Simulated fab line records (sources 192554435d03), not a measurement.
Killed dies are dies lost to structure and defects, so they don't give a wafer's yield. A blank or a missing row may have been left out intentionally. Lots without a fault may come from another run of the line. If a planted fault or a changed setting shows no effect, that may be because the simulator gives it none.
fab line records + flow n5Finfet
record:
- lots: 6
- wafers: 18
- lastDay: 17
route steps=1938 shown BEOL_M5@1134
lots untouched by any fault: they come from a run of this same line in which no faults occurred
startH: start of the lot's first displayed wafer, in hours after the record's first day + waitH: hours since the lot's step before + " identical to the entry in the row above + L1.1+2: a single row standing in for several wafers + - either no value or no given start + * or withheld: withheld + < > ~ a bound
route shown NAME@n: a module of which the file shows steps, and the number in the route of the first + usual: average and standard deviation across the fault-free wafers + same: alike in all rows + chamber/n: place in a boat + sites: the reading at each site + _std_site: how widely they spread, as a standard deviation + _edge_site: the outer-site mean with the inner-site mean subtracted + radiusMm: for every site, how far away it sits from the centre of the wafer + mask NAME#n: copy n + behind: the tool/chamber that last shaped the wafer + hold: cause of the lot's hold/its duration in hours/its outcome + device: whichever transistor did not switch (one of n, p or np) + end of line: tests of these same wafers at the route's end + a step given without rows: its recipe and nothing more + killed: count of dies lost to structure and defects at first sort (not the wafer's yield) + map: a wafer's dies, marking killed ones x, the rest . and places with no die _
set.NAME: the setting that was run; set.NAME@STEP: the one run at that earlier step + model.NAME: the simulator's own value behind a step, which no gauge read
a table for each step, a row for each wafer; lots at some steps of the route
services: a tool's chamber out of use, with start hour (startH, from the record's first day; less than 0 if before it), hours out, and reason
== steps ==
step: N5_BEOL_M5_STRIP_73
recipe:
- chemistry: N2/H2
- tempC: 40
- n2FlowSccm: 200
- h2FlowSccm: 200
- rfFrequencyHz: 6e+07
step: N5_BEOL_M5_STRIP_64
recipe:
- chemistry: CF4
- resist: SiARC
- powerW: 300
- biasPowerW: 75
- pressureMtorr: 50
- cf4FlowSccm: 150
- rfFrequencyHz: 6e+07
usual:
- drypumpMotorCurrentA: 5.5/0.44
- oesProductAu: 0.80/0.097
- rfVppV: 271.7/1.6
- showerheadPlenumPTorr: 1.82/0.063
- throttleValvePct: 13.57/0.29
| lot.wafer | tool       | chamber | startH | waitH | drypumpMotorCurrentA | oesProductAu | rfHoursCounterH | rfVppV | showerheadPlenumPTorr | throttleValvePct |
|-----------|------------|---------|--------|-------|----------------------|--------------|-----------------|--------|-----------------------|------------------|
| L579.1    | rieDiel-02 | 2       | 191.03 | 0.0   | 5.5                  | 0.70         | 214             | 272.6  | 1.85                  | 13.90            |
| L579.2    | "          | 0       | "      | "     | 5.8                  | 0.92         | 14              | 273.7  | 1.92                  | 13.33            |
| L579.4    | "          | 2       | "      | "     | 5.5                  | 0.70         | -               | 271.6  | 1.85                  | 13.91            |
| L581.1    | rieDiel-06 | 3       | 197.49 | 0.0   | 4.8                  | 0.70         | 220             | 272.5  | 1.85                  | 13.69            |
| L581.3    | "          | 0       | "      | "     | 4.8                  | 0.72         | 203             | 268.6  | 1.72                  | 13.88            |
| L581.5    | "          | 1       | "      | "     | 5.8                  | 0.87         | -               | 270.1  | 1.76                  | 13.36            |
| L593.1    | rieDiel-04 | 3       | 260.01 | 0.0   | 5.9                  | 0.70         | 231             | 272.9  | 1.84                  | 14.12            |
| L593.3    | "          | 0       | "      | "     | 5.6                  | 0.87         | 46              | 270.3  | 1.82                  | 13.27            |
| L593.6    | "          | 2       | "      | "     | 5.3                  | 0.81         | -               | 272.7  | 1.81                  | 13.24            |
| L592.4    | rieDiel-02 | 1       | 275.30 | 0.0   | 6.0                  | 0.94         | 6               | 273.7  | 1.89                  | 12.99            |
| L592.5    | "          | 3       | "      | "     | 5.9                  | 0.90         | -               | 272.0  | 1.82                  | 13.39            |
| L592.6    | "          | 2       | "      | "     | 5.5                  | 0.68         | -               | 272.5  | 1.84                  | 13.99            |
| L598.2    | rieDiel-04 | 0       | 300.75 | 0.0   | 5.6                  | 0.85         | 58              | 272.4  | 1.81                  | 13.30            |
| L598.3    | "          | 3       | "      | "     | 5.8                  | 0.69         | 243             | 271.5  | 1.84                  | 14.16            |
| L598.4    | "          | 1       | "      | "     | 5.4                  | 0.72         | 193             | 271.4  | 1.80                  | 13.67            |
| L601.1    | rieDiel-06 | 2       | 314.24 | 0.0   | 4.6                  | 0.86         | 37              | 273.9  | 1.90                  | 13.49            |
| L601.3    | "          | 1       | "      | "     | 5.8                  | 0.83         | 62              | 270.9  | 1.75                  | 13.45            |
| L601.6    | "          | 1       | "      | "     | 5.8                  | 0.82         | -               | 270.3  | 1.75                  | 13.46            |
step: N5_BEOL_M5_HM_OPEN_17
recipe:
- chemistry: Cl2/BCl3
- targetDepthA: 200
- overetchA: 60
- target: TiN
- maskMaterial: SOC
- ionEnergyEv: 150
- pressureMtorr: 10
- icpW: 1000
- biasW: 126
- Cl2_flow_sccm: 53.25
- bcl3FlowSccm: 21.75
- Ar_flow_sccm: 25
usual:
- drypumpMotorCurrentA: 6.3/0.39
- heBacksideLeakSccm: 3.54/0.18
- mfcArSccm: 24.99/0.069
- mfcCl2Sccm: 53.26/0.15
- oesProductAu: 0.66/0.11
- throttleValvePct: 22.05/0.14
| lot.wafer | tool        | chamber | startH | waitH | drypumpMotorCurrentA | heBacksideLeakSccm | mfcArSccm | mfcCl2Sccm | oesProductAu | rfHoursCounterH | throttleValvePct |
|-----------|-------------|---------|--------|-------|----------------------|--------------------|-----------|------------|--------------|-----------------|------------------|
| L579.1    | rieMetal-01 | 0       | 191.07 | 0.0   | 6.3                  | 3.59               | 25.02     | 53.35      | 0.54         | 117             | 22.20            |
| L579.2    | "           | 0       | "      | "     | 6.3                  | 3.52               | 25.08     | 53.58      | 0.53         | -               | 22.19            |
| L579.4    | "           | 0       | "      | "     | 6.3                  | 3.44               | 24.94     | 53.22      | 0.53         | -               | 22.21            |
| L581.1    | rieMetal-02 | 0       | 197.53 | 0.0   | 5.9                  | 3.58               | 24.89     | 53.43      | 0.57         | 89              | 22.14            |
| L581.3    | "           | 1       | "      | "     | 6.5                  | 3.57               | 25.00     | 52.98      | 0.70         | -               | 22.05            |
| L581.5    | "           | 1       | "      | "     | 6.5                  | 3.55               | 25.05     | 53.27      | 0.70         | -               | 22.06            |
| L593.1    | rieMetal-03 | 1       | 260.05 | 0.0   | 6.4                  | 3.56               | 24.99     | 53.32      | 0.71         | 29              | 21.86            |
| L593.3    | "           | 0       | "      | "     | 5.4                  | 3.73               | 24.94     | 53.10      | 0.61         | -               | 22.19            |
| L593.6    | "           | 1       | "      | "     | 6.5                  | 3.60               | 24.94     | 53.21      | 0.71         | -               | 21.85            |
| L592.4    | rieMetal-01 | 1       | 275.43 | 0.1   | 6.6                  | 3.26               | 24.93     | 53.41      | 0.80         | -               | 21.88            |
| L592.5    | "           | 1       | "      | "     | 6.6                  | 3.39               | 25.03     | 53.31      | 0.81         | -               | 21.88            |
| L592.6    | "           | 1       | "      | "     | 6.6                  | 3.08               | 25.04     | 53.40      | 0.80         | -               | 21.89            |
| L598.2    | rieMetal-01 | 0       | 300.79 | 0.0   | 6.3                  | 3.33               | 24.96     | 53.20      | 0.84         | 1               | 21.99            |
| L598.3    | "           | 0       | "      | "     | 6.3                  | 3.33               | 25.03     | 53.58      | 0.84         | -               | 22.02            |
| L598.4    | "           | 1       | "      | "     | 6.6                  | 3.47               | 24.99     | 53.35      | 0.79         | -               | 21.88            |
| L601.1    | rieMetal-03 | 1       | 314.28 | 0.0   | 6.5                  | 3.68               | 25.06     | 53.35      | 0.68         | 35              | 21.86            |
| L601.3    | "           | 0       | "      | "     | 5.4                  | 3.61               | 25.08     | 53.31      | 0.59         | -               | 22.20            |
| L601.6    | "           | 1       | "      | "     | 6.5                  | 3.54               | 25.02     | 53.23      | 0.69         | -               | 21.86            |
step: N5_BEOL_M5_STRIP_19
recipe:
- chemistry: O2
- powerW: 400
- tempC: 40
- pressureMtorr: 30
- rfFrequencyHz: 6e+07
- biasPowerW: 0
- overashFraction: 0.2
- o2FlowSccm: 225
usual:
- drypumpMotorCurrentA: 5.5/0.45
- oesProductAu: 0.81/0.1
- rfVppV: 3.7/0.5
- showerheadPlenumPTorr: 2.14/0.067
- throttleValvePct: 16.7/0.32
| lot.wafer | tool       | chamber | startH | waitH | drypumpMotorCurrentA | oesProductAu | rfHoursCounterH | rfVppV | showerheadPlenumPTorr | throttleValvePct |
|-----------|------------|---------|--------|-------|----------------------|--------------|-----------------|--------|-----------------------|------------------|
| L579.1    | rieDiel-06 | 3       | 191.33 | 0.2   | 4.8                  | 0.70         | 218             | 3.2    | 2.17                  | 16.8             |
| L579.2    | "          | 1       | "      | "     | 5.8                  | 0.90         | 24              | 3.2    | 2.08                  | 16.6             |
| L579.4    | "          | 1       | "      | "     | 5.8                  | 0.90         | -               | 3.8    | 2.08                  | 16.6             |
| L581.1    | rieDiel-04 | 3       | 197.64 | 0.1   | 5.8                  | 0.72         | 212             | 2.8    | 2.19                  | 17.3             |
| L581.3    | "          | 1       | "      | "     | 5.3                  | 0.74         | 161             | 3.9    | 2.11                  | 16.7             |
| L581.5    | "          | 0       | "      | "     | 5.6                  | 0.93         | -               | 2.7    | 2.13                  | 16.3             |
| L593.1    | rieDiel-02 | 0       | 260.16 | 0.1   | 5.9                  | 0.89         | 43              | 3.8    | 2.22                  | 16.5             |
| L593.3    | "          | 2       | "      | "     | 5.5                  | 0.67         | 242             | 3.6    | 2.16                  | 17.0             |
| L593.6    | "          | 3       | "      | "     | 5.9                  | 0.92         | -               | 4.6    | 2.15                  | 16.6             |
| L592.4    | rieDiel-02 | 0       | 275.57 | 0.1   | 5.7                  | 0.88         | 47              | 3.9    | 2.22                  | 16.5             |
| L592.5    | "          | 3       | "      | "     | 5.9                  | 0.91         | -               | 4.3    | 2.15                  | 16.6             |
| L592.6    | "          | 2       | "      | "     | 5.5                  | 0.67         | -               | 3.3    | 2.16                  | 17.0             |
| L598.2    | rieDiel-04 | 0       | 300.90 | 0.1   | 5.6                  | 0.87         | 58              | 2.9    | 2.12                  | 16.4             |
| L598.3    | "          | 3       | "      | "     | 5.9                  | 0.70         | 243             | 2.8    | 2.18                  | 17.4             |
| L598.4    | "          | 2       | "      | "     | 5.2                  | 0.81         | 73              | 3.2    | 2.14                  | 16.4             |
| L601.1    | rieDiel-02 | 1       | 314.57 | 0.3   | 6.0                  | 0.90         | 21              | 3.3    | 2.25                  | 16.3             |
| L601.3    | "          | 2       | "      | "     | 5.5                  | 0.97         | 7               | 2.6    | 2.16                  | 16.6             |
| L601.6    | "          | 2       | "      | "     | 5.5                  | 0.97         | -               | 3.4    | 2.16                  | 16.6             |
step: N5_BEOL_M5_CD_MEAS_18
recipe:
- pitchNm: 56
- targetCdNm: 28
usual:
- cdNm: 27.9/0.33
| lot.wafer | tool     | chamber | startH | waitH | cdNm |
|-----------|----------|---------|--------|-------|------|
| L579.1    | cdSem-02 | -       | 191.40 | 0.1   | 27.9 |
| L579.2    | "        | -       | "      | "     | 27.8 |
| L579.4    | "        | -       | "      | "     | 27.9 |
| L581.1    | cdSem-01 | -       | 197.71 | 0.0   | 28.5 |
| L581.3    | "        | -       | "      | "     | 27.9 |
| L581.5    | "        | -       | "      | "     | 27.7 |
| L593.1    | cdSem-03 | -       | 260.23 | 0.0   | 28.1 |
| L593.3    | "        | -       | "      | "     | 27.5 |
| L593.6    | "        | -       | "      | "     | 27.3 |
| L592.4    | cdSem-02 | -       | 275.64 | 0.1   | 28.0 |
| L592.5    | "        | -       | "      | "     | 27.5 |
| L592.6    | "        | -       | "      | "     | 28.0 |
| L598.2    | cdSem-01 | -       | 300.98 | 0.1   | 28.3 |
| L598.3    | "        | -       | "      | "     | 28.3 |
| L598.4    | "        | -       | "      | "     | 27.9 |
| L601.1    | cdSem-03 | -       | 314.64 | 0.0   | 27.4 |
| L601.3    | "        | -       | "      | "     | 28.3 |
| L601.6    | "        | -       | "      | "     | 27.8 |
step: N5_BEOL_M5_COAT_65
recipe:
- resist: SOC
- tempC: 250
- timeS: 60
- spinRpm: 1500
- resistThkNm: 60
step: N5_BEOL_M5_COAT_66
recipe:
- resist: SiARC
- tempC: 220
- timeS: 60
- spinRpm: 1500
- resistThkNm: 12
step: N5_BEOL_M5_COAT_74
recipe:
- resist: underlayer
- tempC: 205
- timeS: 60
- spinRpm: 1500
- resistThkNm: 5
step: N5_BEOL_M5_COAT_22
recipe:
- resist: CAR-EUV
- spinRpm: 1500
- resistThkNm: 30
step: N5_BEOL_M5_EBR_24
recipe:
- solvent: PGMEA
- ebrWidthMm: 1.5
step: N5_BEOL_M5_SOFTBAKE_23
recipe:
- tempC: 110
- timeS: 60
- resist: CAR-EUV
step: N5_BEOL_M5_EXPOSE_25
recipe:
- maskId: V4
- na: 0.33
- sourceShape: quasar
- sigmaInner: 0.2
- sigmaOuter: 0.6
- polarization: unpolarized
- defocusNm: 10
- doseMj: 52.75
step: N5_BEOL_M5_PEB_26
recipe:
- pebTempC: 100
- pebTimeS: 60
- resist: CAR-EUV
usual:
- chillPlateTempC: 23.01/0.11
- exhaustPa: 44.9/0.85
| lot.wafer | tool          | chamber | startH | waitH | chillPlateTempC | exhaustPa |
|-----------|---------------|---------|--------|-------|-----------------|-----------|
| L579.1    | lithoTrack-05 | 0       | 191.74 | 0.1   | 23.10           | 45.8      |
| L579.2    | "             | 0       | "      | "     | 22.99           | 44.4      |
| L579.4    | "             | 0       | "      | "     | 23.12           | 43.8      |
| L581.1    | lithoTrack-05 | 0       | 197.96 | 0.1   | 22.99           | 45.6      |
| L581.3    | "             | 0       | "      | "     | 23.10           | 46.9      |
| L581.5    | "             | 0       | "      | "     | 22.99           | 45.9      |
| L593.1    | lithoTrack-05 | -       | 261.42 | 0.1   | -               | -         |
| L593.3    | "             | -       | "      | "     | -               | -         |
| L593.6    | "             | -       | "      | "     | -               | -         |
| L592.4    | lithoTrack-04 | -       | 276.01 | 0.0   | -               | -         |
| L592.5    | "             | -       | "      | "     | -               | -         |
| L592.6    | "             | -       | "      | "     | -               | -         |
| L598.2    | lithoTrack-05 | 0       | 302.41 | 0.1   | 22.90           | 45.3      |
| L598.3    | "             | 0       | "      | "     | 23.06           | 45.7      |
| L598.4    | "             | 0       | "      | "     | 22.93           | 44.9      |
| L601.1    | lithoTrack-03 | 0       | 316.12 | 0.1   | 23.28           | 43.8      |
| L601.3    | "             | 0       | "      | "     | 23.06           | 44.0      |
| L601.6    | "             | 0       | "      | "     | 23.12           | 44.2      |
step: N5_BEOL_M5_DEVELOP_27
recipe:
- developTimeS: 30
- developer: TMAH
- resist: CAR-EUV
- rinseLiquid: surfactantRinse
- dry: airSpin
- devTempC: 23
== services ==
| tool        | chamber | startH | hours | kind                         |
|-------------|---------|--------|-------|------------------------------|
| rieMetal-01 | 1       | 186.07 | -     | clean                        |
| rieMetal-01 | 1       | 186.07 | 16.2  | scheduledDown                |
| rieMetal-01 | 1       | 186.07 | 16.2  | ventCycle                    |
| rieDiel-02  | 3       | 188.65 | -     | clean                        |
| rieDiel-02  | 3       | 188.65 | -     | consumableReplace:focusRing  |
| rieDiel-02  | 3       | 188.65 | 18.4  | scheduledDown                |
| rieDiel-02  | 3       | 188.65 | 18.4  | ventCycle                    |
| rieDiel-04  | -       | 189.90 | 2.8   | pm                           |
| rieDiel-02  | 1       | 217.11 | -     | clean                        |
| rieDiel-02  | 1       | 217.11 | -     | consumableReplace:focusRing  |
| rieDiel-02  | 1       | 217.11 | -     | consumableReplace:showerhead |
| rieDiel-02  | 1       | 217.11 | 28.9  | scheduledDown                |
| rieDiel-02  | 1       | 217.11 | 28.9  | ventCycle                    |
| rieDiel-06  | 1       | 224.30 | 2.0   | repair                       |
| rieDiel-04  | 0       | 239.88 | 1.8   | repair                       |
| rieDiel-02  | 1       | 252.83 | 7.7   | repair                       |
| rieMetal-01 | 0       | 261.52 | 7.2   | repair                       |
| rieDiel-02  | 2       | 284.20 | -     | clean                        |
| rieDiel-02  | 2       | 284.20 | -     | consumableReplace:focusRing  |
| rieDiel-02  | 2       | 284.20 | 12.1  | scheduledDown                |
| rieDiel-02  | 2       | 284.20 | 12.1  | ventCycle                    |
| rieDiel-06  | 2       | 287.31 | 3.1   | repair                       |
| rieDiel-06  | 3       | 298.34 | -     | clean                        |
| rieMetal-02 | -       | 299.20 | 2.8   | pm                           |
== key ==
firstSign:
- step: N5_BEOL_M5_PEB_26
- reading: toolRecord
- direction: missing
effect none on later readings
metAt N5_BEOL_M5_PEB_26
struckWafers L592.4,L592.5,L592.6,L593.1,L593.3,L593.6
laterRowsLeftOut L592.4,L592.5,L592.6,L593.1,L593.3,L593.6
sortLeftOut L592.4,L592.5,L592.6,L593.1,L593.3,L593.6
onsetBetween 197.96 261.42
fault:
- kind: skippedStepWhole
- tool: lithoTrack-04,lithoTrack-05
- chamber: -
- onsetH: 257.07
- steps: N5_BEOL_M5_PEB_26
- scope: struckLotsOnly
sortLeftOut: the simulated sort isn't trusted on such a fault, so these wafers' sort isn't shown, and their yield isn't known
laterRowsLeftOut: the simulator's readings of these wafers behind a module that went badly wrong aren't trusted and aren't shown, but for the sort
